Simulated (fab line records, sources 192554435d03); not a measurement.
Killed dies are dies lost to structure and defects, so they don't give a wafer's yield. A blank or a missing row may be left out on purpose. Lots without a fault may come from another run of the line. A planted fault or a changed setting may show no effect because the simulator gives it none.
Chamber matching | flow n5_finfet | N5_BEOL_M3_ETCH_70 on rie_diel-03: 4 sister chambers
The step etches SOC in N2/H2, target depth 80 nm, overetch 16 nm, time 120 s. 4 wafers are shown with their chamber, then 8 later ones without.

WAFERS WITH THEIR CHAMBER
wafer  | chamber | throttle_valve_pct (%)
L085.1 | 1       | 18.33
L085.2 | 2       | 17.80
L090.5 | 3       | 17.86
L093.1 | 0       | 17.45

WAFERS WITHOUT THEIR CHAMBER
wafer  | throttle_valve_pct (%)
L093.5 | 17.87
L093.6 | 17.46
L095.2 | 17.90
L095.3 | 17.48
L095.5 | 17.88
L096.2 | 17.86
L096.3 | 17.88
L096.4 | 17.48

WHICH CHAMBER EACH WENT THROUGH
wafer  | from the rows above | in truth
L093.5 | 3                   | 3
L093.6 | 0                   | 0
L095.2 | 3                   | 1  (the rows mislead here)
L095.3 | 0                   | 0
L095.5 | 3                   | 3
L096.2 | 3                   | 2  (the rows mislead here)
L096.3 | 3                   | 3
L096.4 | 0                   | 0
Placed correctly: 6 of 8. Can't be placed from these rows: 0. Placed wrongly: 2.
How it was worked out, from the rows above alone: a wafer's distance from a chamber is the root of the sum, over the readings, of the square of ((its reading less the chamber's mean) divided by the reading's scatter). The wafer belongs to the nearest chamber; if the next one is less than 2 further off, it can't be placed. A chamber's mean is the mean of its shown wafers. The scatter: with one shown wafer a chamber, the root of the mean of the squares of how far each hidden wafer lies from its nearest shown one.
